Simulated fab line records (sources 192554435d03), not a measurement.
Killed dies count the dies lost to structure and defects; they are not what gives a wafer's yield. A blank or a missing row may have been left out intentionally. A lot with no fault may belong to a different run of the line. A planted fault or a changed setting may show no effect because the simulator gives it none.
Chamber matching / flow n5Finfet / N5_DUMMY_GATE_ETCH_29 on rieDiel-03: 4 sister chambers
The step etches underlayer in N2/H2, target depth 13 nm. 20 wafers are shown with their chamber, then 10 later ones without.

== WAFERS PAIRED WITH THEIR CHAMBERS ==
wafer=L077.2; chamber=0; drypumpMotorCurrentA (A)=5.3; showerheadPlenumPTorr (Torr)=2.53; throttleValvePct (%)=18.01
wafer=L077.5; chamber=2; drypumpMotorCurrentA (A)=6.5; showerheadPlenumPTorr (Torr)=2.67; throttleValvePct (%)=17.71
wafer=L077.6; chamber=1; drypumpMotorCurrentA (A)=5.2; showerheadPlenumPTorr (Torr)=2.55; throttleValvePct (%)=18.08
wafer=L078.1; chamber=2; drypumpMotorCurrentA (A)=6.4; showerheadPlenumPTorr (Torr)=2.67; throttleValvePct (%)=17.73
wafer=L078.5; chamber=3; drypumpMotorCurrentA (A)=5.9; showerheadPlenumPTorr (Torr)=2.69; throttleValvePct (%)=17.92
wafer=L078.6; chamber=2; drypumpMotorCurrentA (A)=6.4; showerheadPlenumPTorr (Torr)=2.67; throttleValvePct (%)=17.73
wafer=L079.1; chamber=3; drypumpMotorCurrentA (A)=5.8; showerheadPlenumPTorr (Torr)=2.69; throttleValvePct (%)=17.92
wafer=L079.3; chamber=2; drypumpMotorCurrentA (A)=6.4; showerheadPlenumPTorr (Torr)=2.67; throttleValvePct (%)=17.72
wafer=L079.4; chamber=1; drypumpMotorCurrentA (A)=5.2; showerheadPlenumPTorr (Torr)=2.55; throttleValvePct (%)=18.10
wafer=L086.1; chamber=2; drypumpMotorCurrentA (A)=6.5; showerheadPlenumPTorr (Torr)=2.66; throttleValvePct (%)=17.74
wafer=L086.3; chamber=3; drypumpMotorCurrentA (A)=5.8; showerheadPlenumPTorr (Torr)=2.68; throttleValvePct (%)=17.95
wafer=L086.4; chamber=0; drypumpMotorCurrentA (A)=5.3; showerheadPlenumPTorr (Torr)=2.53; throttleValvePct (%)=18.03
wafer=L087.4; chamber=1; drypumpMotorCurrentA (A)=5.2; showerheadPlenumPTorr (Torr)=2.54; throttleValvePct (%)=18.12
wafer=L087.5; chamber=1; drypumpMotorCurrentA (A)=5.2; showerheadPlenumPTorr (Torr)=2.54; throttleValvePct (%)=18.11
wafer=L087.6; chamber=0; drypumpMotorCurrentA (A)=5.3; showerheadPlenumPTorr (Torr)=2.53; throttleValvePct (%)=18.02
wafer=L089.1; chamber=0; drypumpMotorCurrentA (A)=5.3; showerheadPlenumPTorr (Torr)=2.53; throttleValvePct (%)=18.03
wafer=L089.3; chamber=2; drypumpMotorCurrentA (A)=6.5; showerheadPlenumPTorr (Torr)=2.66; throttleValvePct (%)=17.76
wafer=L089.4; chamber=1; drypumpMotorCurrentA (A)=5.2; showerheadPlenumPTorr (Torr)=2.54; throttleValvePct (%)=18.13
wafer=L090.1; chamber=3; drypumpMotorCurrentA (A)=5.8; showerheadPlenumPTorr (Torr)=2.68; throttleValvePct (%)=17.96
wafer=L090.4; chamber=2; drypumpMotorCurrentA (A)=6.5; showerheadPlenumPTorr (Torr)=2.66; throttleValvePct (%)=17.78

SIGNATURES, as means of the wafers listed above
reading=drypumpMotorCurrentA; chamber 0=5.300; chamber 1=5.200; chamber 2=6.457; chamber 3=5.825; scatter within a chamber=0.0392
reading=showerheadPlenumPTorr; chamber 0=2.5300; chamber 1=2.5440; chamber 2=2.6657; chamber 3=2.6850; scatter within a chamber=0.00495
reading=throttleValvePct; chamber 0=18.0225; chamber 1=18.1080; chamber 2=17.7386; chamber 3=17.9375; scatter within a chamber=0.0202
Rule: a wafer's distance from a chamber is the root of the sum, over the readings, of the square of ((its reading less the chamber's mean) divided by the reading's scatter). The wafer belongs to the nearest chamber; if the next one is less than 2 further off, it can't be placed. How the scatter is found: for the shown wafers, subtract from each reading the mean of its chamber, square and add these, divide the total by (wafers less chambers), then take the root.

== WAFERS WHOSE CHAMBER IS MISSING ==
wafer=L090.6; drypumpMotorCurrentA (A)=5.3; showerheadPlenumPTorr (Torr)=2.52; throttleValvePct (%)=18.02
wafer=L093.3; drypumpMotorCurrentA (A)=5.3; showerheadPlenumPTorr (Torr)=2.52; throttleValvePct (%)=18.04
wafer=L093.4; drypumpMotorCurrentA (A)=5.3; showerheadPlenumPTorr (Torr)=2.52; throttleValvePct (%)=18.03
wafer=L093.5; drypumpMotorCurrentA (A)=5.2; showerheadPlenumPTorr (Torr)=2.53; throttleValvePct (%)=18.12
wafer=L096.1; drypumpMotorCurrentA (A)=5.3; showerheadPlenumPTorr (Torr)=2.52; throttleValvePct (%)=18.06
wafer=L096.2; drypumpMotorCurrentA (A)=5.8; showerheadPlenumPTorr (Torr)=2.67; throttleValvePct (%)=17.99
wafer=L096.3; drypumpMotorCurrentA (A)=5.2; showerheadPlenumPTorr (Torr)=2.53; throttleValvePct (%)=18.15
wafer=L096.4; drypumpMotorCurrentA (A)=6.4; showerheadPlenumPTorr (Torr)=2.66; throttleValvePct (%)=17.78
wafer=L096.5; drypumpMotorCurrentA (A)=5.3; showerheadPlenumPTorr (Torr)=2.52; throttleValvePct (%)=18.06
wafer=L096.6; drypumpMotorCurrentA (A)=5.2; showerheadPlenumPTorr (Torr)=2.53; throttleValvePct (%)=18.15

== CHAMBER TAKEN BY EACH ==
wafer=L090.6; from the rows above=0; in truth=0
wafer=L093.3; from the rows above=0; in truth=0
wafer=L093.4; from the rows above=0; in truth=0
wafer=L093.5; from the rows above=1; in truth=1
wafer=L096.1; from the rows above=0; in truth=0
wafer=L096.2; from the rows above=3; in truth=3
wafer=L096.3; from the rows above=1; in truth=1
wafer=L096.4; from the rows above=2; in truth=2
wafer=L096.5; from the rows above=0; in truth=0
wafer=L096.6; from the rows above=1; in truth=1
Placed correctly: 10 of 10. Number that these rows cannot place: 0. Number placed wrongly: 0.
